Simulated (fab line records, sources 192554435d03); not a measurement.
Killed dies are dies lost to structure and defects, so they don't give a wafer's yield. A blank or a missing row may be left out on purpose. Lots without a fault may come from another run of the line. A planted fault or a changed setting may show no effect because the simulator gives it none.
fab line records | flow n5_finfet
record lots=5 wafers=13 last_day=18
route steps=1938 shown BEOL_M4@1099 BEOL_M5@1112 PASSIVATION@1936
lots that met no fault: from a run of the same line without faults
start_h: hours from the record's first day to the start of the lot's first wafer shown | wait_h: hours since the lot's step before | " the same as in the row above | L1.1+2: a row that stands for several wafers | - no value, or no start given | * or withheld: withheld | < > ~ a bound
route shown NAME@n: a module of which the file shows steps, and the number in the route of the first | usual: mean/standard deviation of fault-free wafers | same: alike in all rows | chamber/n: place in a boat | sites: the reading at each site | _std_site: their standard deviation | _edge_site: outer sites' mean less inner sites' | radius_mm: how far each site lies from the wafer's centre | mask NAME#n: copy n | behind: the tool/chamber that last shaped the wafer | hold: why the lot was held/for how many hours/how that ended | device: the transistor (n, p or np) that didn't switch | end of line: the same wafers' tests at the end of the route | a step without rows: its recipe alone | killed: dies lost to structure and defects at the first sort, not the wafer's yield | map: a wafer's dies, x killed, . not, _ none there
set.NAME: the setting as run; set.NAME@STEP: as run at that earlier step | model.NAME: the simulator's own value behind a step, which no gauge read
lots at some steps of the route; a table a step, a row a wafer
services: from which hour (start_h, from the record's first day; less than 0 if before it) a tool's chamber was out of use, for how many hours, and why
## steps
# step N5_BEOL_M4_ANNEAL_95
# recipe temp_c=400 time_s=240 ambient=vacuum
# step N5_BEOL_M4_SPUTTER_96
# recipe material=Cu target_thk_a=45 temp_c=-20 chamber_pressure_pa=0.07 power_w=withheld time_s=8.29
# step N5_BEOL_M4_ECD_50
# recipe material=Cu target_thk_a=3000
# step N5_BEOL_M4_ANNEAL_51
# recipe temp_c=225 time_s=90 ambient=N2
# step N5_BEOL_M4_CMP_52
# recipe stop_on=SiOC t_overpolish_s=6.8 down_force_psi=1 platen_rpm=50 clearing_platen_down_force_psi=1.5 clearing_platen_rpm=50 post_cmp_clean=cu_alkaline target_thk_nm=40 clearing_platen_pad_velocity_m_s=0.99484 pad_velocity_m_s=0.99484
# step N5_BEOL_M4_PRE_CLEAN_60
# recipe gas=NH3/H2 time_s=15 temp_c=* rf_power_w=300
# step N5_BEOL_M4_CO_CAP_55
# recipe material=Co target_thk_a=20 temp_c=200 precursor=CCTBA/H2 pressure_torr=30 time_s=102.1
# step N5_BEOL_M4_PRE_CLEAN_56
# recipe gas=NH3 time_s=15 temp_c=withheld rf_power_w=300
# step N5_BEOL_M4_DEP_57
# recipe material=SiCN target_thk_a=80 temp_c=withheld precursor=3MS/NH3 pressure_torr=3 rf_w=202 time_s=14
# step N5_BEOL_M4_RC_MEAS_101
# usual DIBL_N=36.4/1.2 DIBL_P=36.1/1.6 IOFF_N=0.156/0.024 IOFF_P=0.21/0.031 ION_N=674/11 ION_P=463/6.9 SS_N=71.5/0.5 SS_P=73.2/0.55 VT_N=250.0/2.9 VT_P=-250/3.6
# columns lot.wafer tool chamber start_h wait_h DIBL_N[mV/V] DIBL_P[mV/V] IOFF_N[nA/um] IOFF_P[nA/um] ION_N[uA/um] ION_P[uA/um] SS_N[mV/dec] SS_P[mV/dec] VT_N[mV] VT_P[mV]
L395.1 prober-02 0 202.91 0.0 36.8 37.1 0.146 0.19 666 459 71.8 72.4 252.4 -252
L395.2 " 0 " " 37.5 37.3 0.156 0.20 656 456 71.6 73.0 249.8 -251
L395.6 " 0 " " 37.1 36.8 0.149 0.20 664 458 71.0 72.0 250.7 -251
L405.1 prober-01 0 282.70 0.0 36.6 38.1 0.148 0.19 665 455 71.4 72.9 254.3 -253
L405.6 " 0 " " 34.4 35.3 0.112 0.17 657 457 70.8 72.4 257.3 -256
L407.1 prober-02 0 284.30 0.0 34.0 34.0 0.129 0.18 667 467 71.0 73.1 252.9 -249
L407.6 " 0 " " 34.8 35.7 0.144 0.20 681 471 70.6 73.1 250.7 -247
L409.2 prober-02 0 314.79 0.2 36.5 37.3 0.168 0.22 673 464 71.8 73.5 247.5 -250
L409.3 " 0 " " 38.1 38.8 0.196 0.24 689 466 71.8 74.1 246.7 -246
L409.4 " 0 " " 35.9 35.8 0.140 0.19 659 459 71.7 73.5 252.1 -250
L410.2 prober-01 0 314.90 0.2 37.0 36.9 0.183 0.20 695 463 72.7 73.8 246.0 -251
L410.4 " 0 " " 36.7 36.2 0.167 0.18 680 458 71.1 73.9 249.4 -254
L410.6 " 0 " " 35.6 35.2 0.154 0.17 679 457 72.1 73.0 247.6 -254
# step N5_BEOL_M5_ILD_DEP_00
# recipe material=SiCOH_lowk target_thk_a=1406.4 temp_c=300 precursor=DEMS/porogen pressure_torr=5 rf_w=500 time_s=25.9
# usual heater_power_w=320/51 showerhead_plenum_p_Torr=5.746/0.013 throttle_valve_pct=13.9/0.54
# columns lot.wafer tool chamber start_h wait_h heater_power_w showerhead_plenum_p_Torr throttle_valve_pct model.SiCOH_lowk_of_BEOL_M5_ILD_DEP_00.thk_nm
L395.1 pecvd-02 2 203.88 0.8 292 5.743 13.7 140.6
L395.2 " 1 " " 291 5.759 13.4 138.2
L395.6 " 1 " " 298 5.763 13.3 140.6
L405.1 pecvd-02 2 283.67 0.8 325 5.732 13.5 137.2
L405.6 " 2 " " 326 5.728 13.7 237.8
L407.1 pecvd-02 1 285.26 0.8 271 5.759 13.2 138
L407.6 " 2 " " 293 5.753 13.7 238
L409.2 pecvd-02 2 315.59 0.7 326 5.737 13.9 138
L409.3 " 0 " " 347 5.752 14.4 137.8
L409.4 " 1 " " 292 5.759 13.6 236.4
L410.2 pecvd-03 2 315.71 0.7 269 5.759 14.0 139.4
L410.4 " 2 " " 204 5.749 14.0 140.4
L410.6 " 1 " " 312 5.744 14.0 141.6
# step N5_BEOL_M5_CURE_79
# recipe temp_c=385 time_s=240 ambient=He/Ar material=SiCOH_lowk
# step N5_BEOL_M5_THK_MEAS_01
# recipe reads=SiCOH_lowk_of_BEOL_M5_ILD_DEP_00
# usual M5_ILD_THK=121.0/1.3
# columns lot.wafer tool chamber start_h wait_h M5_ILD_THK[nm]
L395.1 film_metro-01 - 204.93 0.8 121.0
L395.2 " - " " 119.0
L395.6 " - " " 121.0
L405.1 film_metro-01 - 284.24 0.4 118.0
L405.6 " - " " 205.7
L407.1 film_metro-01 - 285.83 0.4 118.7
L407.6 " - " " 205.9
L409.2 film_metro-01 - 316.17 0.4 118.7
L409.3 " - " " 118.5
L409.4 " - " " 204.5
L410.2 film_metro-01 - 316.29 0.4 119.9
L410.4 " - " " 120.7
L410.6 " - " " 121.8
# step N5_BEOL_M5_PECVD_70
# recipe material=SiO2 target_thk_a=160 temp_c=400 precursor=TEOS/O2 pressure_torr=5.5 rf_w=450 teos_flow_sccm=53.8 gas=O2 flow_sccm=3000 time_s=18
# step N5_BEOL_M5_HM_DEP_02
# recipe material=TiN target_thk_a=200 temp_c=25 chamber_pressure_pa=0.49996
# step N5_BEOL_M5_COAT_59
# recipe resist=SOC temp_c=250 time_s=60 spin_rpm=1500 resist_thk_nm=60
# step N5_BEOL_M5_COAT_60
# recipe resist=SiARC temp_c=220 time_s=60 spin_rpm=1500 resist_thk_nm=12
# step N5_BEOL_M5_COAT_71
# recipe resist=underlayer temp_c=205 time_s=60 spin_rpm=1500 resist_thk_nm=5
# step N5_BEOL_M5_COAT_05
# recipe resist=CAR-EUV spin_rpm=1500 resist_thk_nm=30
# step N5_BEOL_M5_EBR_07
# recipe solvent=PGMEA ebr_width_mm=1.5
# step N5_BEOL_M5_SOFTBAKE_06
# recipe temp_c=110 time_s=60 resist=CAR-EUV
# step N5_BEOL_M5_EXPOSE_08
# recipe mask_id=M5 na=0.33 source_shape=annular sigma_inner=0.4 sigma_outer=0.8 polarization=unpolarized target_cd_nm=28 dose_mj=35.75
# step N5_BEOL_M5_PEB_09
# recipe peb_temp_c=100 peb_time_s=60 resist=CAR-EUV
# step N5_BEOL_M5_DEVELOP_10
# recipe develop_time_s=30 developer=TMAH resist=CAR-EUV rinse_liquid=surfactant_rinse dry=air_spin dev_temp_c=23
# step N5_BEOL_M5_DESCUM_16
# recipe chemistry=O2 time_s=7 source_power_w=50 bias_power_w=20 pressure_mtorr=20 rf_frequency_hz=2.712e+07 temp_c=40 resist=CAR-EUV o2_flow_sccm=225
# step N5_BEOL_M5_ETCH_72
# recipe chemistry=N2/H2 target=underlayer target_depth_a=65 mask_material=CAR-EUV time_s=5.2 ion_energy_ev=200 pressure_mtorr=30 source_w=840 bias_w=150 n2_flow_sccm=200 h2_flow_sccm=200 ends=cleared
# step N5_BEOL_M5_ETCH_61
# recipe chemistry=CF4 target=SiARC target_depth_a=156 mask_material=CAR-EUV time_s=26 ion_energy_ev=80 pressure_mtorr=40 source_w=545 bias_w=36 Ar_flow_sccm=100 cf4_flow_sccm=100 ends=cleared
# step N5_BEOL_M5_ETCH_62
# recipe chemistry=N2/H2 target=SOC target_depth_a=750 overetch_a=150 mask_material=SiARC temp_c=40 time_s=112.5 ion_energy_ev=200 pressure_mtorr=30 source_w=840 bias_w=150 n2_flow_sccm=200 h2_flow_sccm=200
# step N5_BEOL_M5_STRIP_63
# recipe chemistry=N2/H2 temp_c=40 n2_flow_sccm=200 h2_flow_sccm=200 rf_frequency_hz=6e+07
# step N5_BEOL_M5_STRIP_73
# recipe chemistry=N2/H2 temp_c=40 n2_flow_sccm=200 h2_flow_sccm=200 rf_frequency_hz=6e+07
# step N5_BEOL_M5_STRIP_64
# recipe chemistry=CF4 resist=SiARC power_w=300 bias_power_w=75 pressure_mtorr=50 cf4_flow_sccm=150 rf_frequency_hz=6e+07
# step N5_BEOL_M5_HM_OPEN_17
# recipe chemistry=Cl2/BCl3 target_depth_a=200 overetch_a=60 target=TiN mask_material=SOC ion_energy_ev=150 pressure_mtorr=10 icp_w=1000 bias_w=126 Cl2_flow_sccm=53.25 bcl3_flow_sccm=21.75 Ar_flow_sccm=25
# step N5_BEOL_M5_STRIP_19
# recipe chemistry=O2 power_w=400 temp_c=40 pressure_mtorr=30 rf_frequency_hz=6e+07 bias_power_w=0 overash_fraction=0.2 o2_flow_sccm=225
# step N5_BEOL_M5_COAT_65
# recipe resist=SOC temp_c=250 time_s=60 spin_rpm=1500 resist_thk_nm=60
# step N5_BEOL_M5_COAT_66
# recipe resist=SiARC temp_c=220 time_s=60 spin_rpm=1500 resist_thk_nm=12
# step N5_BEOL_M5_CMP_52
# recipe stop_on=SiCOH_lowk t_overpolish_s=6.9 down_force_psi=1 platen_rpm=50 clearing_platen_down_force_psi=1.5 clearing_platen_rpm=50 post_cmp_clean=cu_alkaline target_thk_nm=62 clearing_platen_pad_velocity_m_s=0.99484 pad_velocity_m_s=0.99484
# usual clearing_platen_down_force_psi=1.5003/0.0027 motor_current_A=6.1/0.48
# columns lot.wafer tool chamber start_h wait_h clearing_platen_down_force_psi motor_current_A model.SiCOH_lowk_of_BEOL_M5_ILD_DEP_00.thk_nm
L395.2 cmp-04 3 216.53 0.2 1.5018 6.2 116
L395.1 " 0 " " 1.4998 5.7 118
L395.6 " 3 " " 1.5013 6.0 118
L405.1 cmp-01 3 294.29 0.3 1.4983 6.4 115
L405.6 " 3 " " 1.5071 6.2 202.8
L407.1 cmp-01 3 298.05 0.3 1.4970 6.5 115.8
L407.6 " 0 " " 1.4946 6.7 202.8
L409.3 cmp-04 2 327.41 0.2 1.5000 6.1 115.4
L409.2 " 0 " " 1.4973 6.2 115.6
L409.4 " 1 " " 1.4968 5.7 201.6
L410.2 cmp-04 2 327.67 0.3 1.4939 6.2 117
L410.4 " 0 " " 1.5009 5.8 117.8
L410.6 " 1 " " 1.4969 6.2 118.8
# step N5_PASSIVATION_PROBE_49
# usual defect_limited_yield=91.4/1.5 killed_at_M0_to_M3=31/11 killed_at_M4_up=13/5.5 killed_at_contacts=13/6.3 killed_at_front_end=40/13 killed_at_other=3.3/2.6 killed_dies=101/18 killed_on_rim=13/4 killed_open=67/13 killed_short=33/7.9 sort_bin_5_function=5.1/1 sort_bin_6_memory=3.2/0.68 sort_n_pass=1079/18 sort_yield_pct=91.4/1.5
# same gross_dies=1180 killed_at_back_side=0 sort_bin_4_leakage[%]=0 sort_bin_8_speed[%]=0
# columns lot.wafer tool chamber start_h wait_h defect_limited_yield[%] killed_at_M0_to_M3 killed_at_M4_up killed_at_contacts killed_at_front_end killed_at_other killed_dies killed_on_rim killed_open killed_short sort_bin_5_function[%] sort_bin_6_memory[%] sort_n_pass sort_yield_pct[%]
L405.1 prober-01 - 379.74 0.0 91.5 39 7 11 40 3 100 14 65 34 5.0 3.4 1080 91.5
L405.6 prober-01 - 379.99 0.3 0 37 1074 12 55 2 1180 152 78 34 95.9 3.9 0 0
L407.6 prober-01 - 388.12 0.3 0 12 1108 4 50 6 1180 152 63 27 96.8 3.0 0 0
L409.4 prober-02 - 422.18 0.2 0 32 1080 17 47 4 1180 152 78 31 96.7 2.9 0 0
# killed by level:class
L405.1 BEOL_M3:geometric_particle:open=17 FIN_SAQP:geometric_particle:open=9 MOL_CONTACT_COAG:geometric_particle:open=9 BEOL_M2:geometric_particle:open=6 STI_FIN_REVEAL:geometric_particle:open=5 GATE_CUT:geometric_particle:short=5 BEOL_M3:geometric_particle:short=5 STARTING-WAFER:geometric_particle:open=5
L405.6 BEOL_M5:area_etch=1065 FIN_SAQP:geometric_particle:open=16 STI_FIN_REVEAL:geometric_particle:open=11 MOL_CONTACT_COAG:geometric_particle:open=9 DUMMY_GATE:geometric_particle:open=8 BEOL_M0_SAQP:geometric_particle:short=7 BEOL_M0_SAQP:geometric_particle:open=5 BEOL_M1:geometric_particle:open=5
L407.6 BEOL_M5:area_etch=1090 STI_FIN_REVEAL:geometric_particle:open=20 BEOL_M4:geometric_particle:open=13 FIN_SAQP:geometric_particle:short=7 FIN_SAQP:geometric_particle:open=7 STI_FIN_REVEAL:geometric_particle:short=5 BEOL_M2:geometric_particle:short=5 DUMMY_GATE:geometric_particle:open=4
L409.4 BEOL_M5:area_etch=1071 STI_FIN_REVEAL:geometric_particle:open=21 MOL_CONTACT_COAG:geometric_particle:open=13 BEOL_M2:geometric_particle:open=12 BEOL_M0_SAQP:geometric_particle:open=7 BEOL_M0_SAQP:geometric_particle:short=5 BEOL_M4:geometric_particle:open=5 STARTING-WAFER:geometric_particle:short=5
# map L405.6 (x killed, . not)
_________________xxxxxxxxxxxx________________
______________xxxxxxxxxxxxxxxxxx_____________
___________xxxxxxxxxxxxxxxxxxxxxxxx__________
__________xxxxxxxxxxxxxxxxxxxxxxxxxx_________
________xxxxxxxxxxxxxxxxxxxxxxxxxxxxxx_______
_______xxxxxxxxxxxxxxxxxxxxxxxxxxxxxxxx______
______xxxxxxxxxxxxxxxxxxxxxxxxxxxxxxxxxx_____
_____xxxxxxxxxxxxxxxxxxxxxxxxxxxxxxxxxxxx____
____xxxxxxxxxxxxxxxxxxxxxxxxxxxxxxxxxxxxxx___
___xxxxxxxxxxxxxxxxxxxxxxxxxxxxxxxxxxxxxxxx__
___xxxxxxxxxxxxxxxxxxxxxxxxxxxxxxxxxxxxxxxx__
__xxxxxxxxxxxxxxxxxxxxxxxxxxxxxxxxxxxxxxxxxx_
__xxxxxxxxxxxxxxxxxxxxxxxxxxxxxxxxxxxxxxxxxx_
_xxxxxxxxxxxxxxxxxxxxxxxxxxxxxxxxxxxxxxxxxxxx
_xxxxxxxxxxxxxxxxxxxxxxxxxxxxxxxxxxxxxxxxxxxx
_xxxxxxxxxxxxxxxxxxxxxxxxxxxxxxxxxxxxxxxxxxxx
_xxxxxxxxxxxxxxxxxxxxxxxxxxxxxxxxxxxxxxxxxxxx
_xxxxxxxxxxxxxxxxxxxxxxxxxxxxxxxxxxxxxxxxxxxx
_xxxxxxxxxxxxxxxxxxxxxxxxxxxxxxxxxxxxxxxxxxxx
_xxxxxxxxxxxxxxxxxxxxxxxxxxxxxxxxxxxxxxxxxxxx
_xxxxxxxxxxxxxxxxxxxxxxxxxxxxxxxxxxxxxxxxxxxx
__xxxxxxxxxxxxxxxxxxxxxxxxxxxxxxxxxxxxxxxxxx_
__xxxxxxxxxxxxxxxxxxxxxxxxxxxxxxxxxxxxxxxxxx_
___xxxxxxxxxxxxxxxxxxxxxxxxxxxxxxxxxxxxxxxx__
___xxxxxxxxxxxxxxxxxxxxxxxxxxxxxxxxxxxxxxxx__
____xxxxxxxxxxxxxxxxxxxxxxxxxxxxxxxxxxxxxx___
_____xxxxxxxxxxxxxxxxxxxxxxxxxxxxxxxxxxxx____
______xxxxxxxxxxxxxxxxxxxxxxxxxxxxxxxxxx_____
_______xxxxxxxxxxxxxxxxxxxxxxxxxxxxxxxx______
________xxxxxxxxxxxxxxxxxxxxxxxxxxxxxx_______
__________xxxxxxxxxxxxxxxxxxxxxxxxxx_________
___________xxxxxxxxxxxxxxxxxxxxxxxx__________
______________xxxxxxxxxxxxxxxxxx_____________
_________________xxxxxxxxxxxx________________
# map L407.6 (x killed, . not)
_________________xxxxxxxxxxxx________________
______________xxxxxxxxxxxxxxxxxx_____________
___________xxxxxxxxxxxxxxxxxxxxxxxx__________
__________xxxxxxxxxxxxxxxxxxxxxxxxxx_________
________xxxxxxxxxxxxxxxxxxxxxxxxxxxxxx_______
_______xxxxxxxxxxxxxxxxxxxxxxxxxxxxxxxx______
______xxxxxxxxxxxxxxxxxxxxxxxxxxxxxxxxxx_____
_____xxxxxxxxxxxxxxxxxxxxxxxxxxxxxxxxxxxx____
____xxxxxxxxxxxxxxxxxxxxxxxxxxxxxxxxxxxxxx___
___xxxxxxxxxxxxxxxxxxxxxxxxxxxxxxxxxxxxxxxx__
___xxxxxxxxxxxxxxxxxxxxxxxxxxxxxxxxxxxxxxxx__
__xxxxxxxxxxxxxxxxxxxxxxxxxxxxxxxxxxxxxxxxxx_
__xxxxxxxxxxxxxxxxxxxxxxxxxxxxxxxxxxxxxxxxxx_
_xxxxxxxxxxxxxxxxxxxxxxxxxxxxxxxxxxxxxxxxxxxx
_xxxxxxxxxxxxxxxxxxxxxxxxxxxxxxxxxxxxxxxxxxxx
_xxxxxxxxxxxxxxxxxxxxxxxxxxxxxxxxxxxxxxxxxxxx
_xxxxxxxxxxxxxxxxxxxxxxxxxxxxxxxxxxxxxxxxxxxx
_xxxxxxxxxxxxxxxxxxxxxxxxxxxxxxxxxxxxxxxxxxxx
_xxxxxxxxxxxxxxxxxxxxxxxxxxxxxxxxxxxxxxxxxxxx
_xxxxxxxxxxxxxxxxxxxxxxxxxxxxxxxxxxxxxxxxxxxx
_xxxxxxxxxxxxxxxxxxxxxxxxxxxxxxxxxxxxxxxxxxxx
__xxxxxxxxxxxxxxxxxxxxxxxxxxxxxxxxxxxxxxxxxx_
__xxxxxxxxxxxxxxxxxxxxxxxxxxxxxxxxxxxxxxxxxx_
___xxxxxxxxxxxxxxxxxxxxxxxxxxxxxxxxxxxxxxxx__
___xxxxxxxxxxxxxxxxxxxxxxxxxxxxxxxxxxxxxxxx__
____xxxxxxxxxxxxxxxxxxxxxxxxxxxxxxxxxxxxxx___
_____xxxxxxxxxxxxxxxxxxxxxxxxxxxxxxxxxxxx____
______xxxxxxxxxxxxxxxxxxxxxxxxxxxxxxxxxx_____
_______xxxxxxxxxxxxxxxxxxxxxxxxxxxxxxxx______
________xxxxxxxxxxxxxxxxxxxxxxxxxxxxxx_______
__________xxxxxxxxxxxxxxxxxxxxxxxxxx_________
___________xxxxxxxxxxxxxxxxxxxxxxxx__________
______________xxxxxxxxxxxxxxxxxx_____________
_________________xxxxxxxxxxxx________________
## services
# columns tool chamber start_h hours kind
cmp-01 - 191.11 0.3 repair
cmp-04 - 229.25 4.0 pm
cmp-04 - 233.25 - consumable_replace:conditioner
cmp-04 - 233.25 - consumable_replace:pad
cmp-01 - 240.50 0.6 repair
pecvd-03 - 254.41 2.8 pm
cmp-04 - 265.45 1.7 repair
cmp-01 - 279.26 2.2 repair
pecvd-02 2 286.00 2.1 scheduled_down
pecvd-03 1 304.93 5.0 scheduled_down
cmp-01 - 325.82 5.9 pm
## key
first_sign step=N5_BEOL_M5_THK_MEAS_01 reading=M5_ILD_THK direction=up sigmas=63 usual=121.0 struck=205.4
effect step=N5_PASSIVATION_PROBE_49 reading=killed_at_M4_up direction=up sigmas=99+ usual=13 struck=1087
model_effect step=N5_BEOL_M5_ILD_DEP_00 value=SiCOH_lowk_of_BEOL_M5_ILD_DEP_00.thk_nm without=140.5 struck=237.4
model_effect step=N5_BEOL_M5_CMP_52 value=SiCOH_lowk_of_BEOL_M5_ILD_DEP_00.thk_nm without=117.8 struck=202.4
more_kills_born_at N5_BEOL_M5_ETCH_41@rie_diel-06=2155 N5_BEOL_M5_ETCH_41@rie_diel-04=1071
met_at N5_BEOL_M5_ILD_DEP_00
struck_wafers L405.6,L407.6,L409.4
later_rows_left_out L405.6,L407.6,L409.4
onset_between 203.88 283.67
fault kind=process_parameter_drift tool=pecvd-02 chamber=- onset_h=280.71 steps=N5_BEOL_M5_ILD_DEP_00 channel=time_s offset=* shape=step end_h=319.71 scope=struck_wafers_only acts_in=* stated=*
# later_rows_left_out: the simulator's readings of these wafers behind a module that went badly wrong aren't trusted and aren't shown, but for the sort
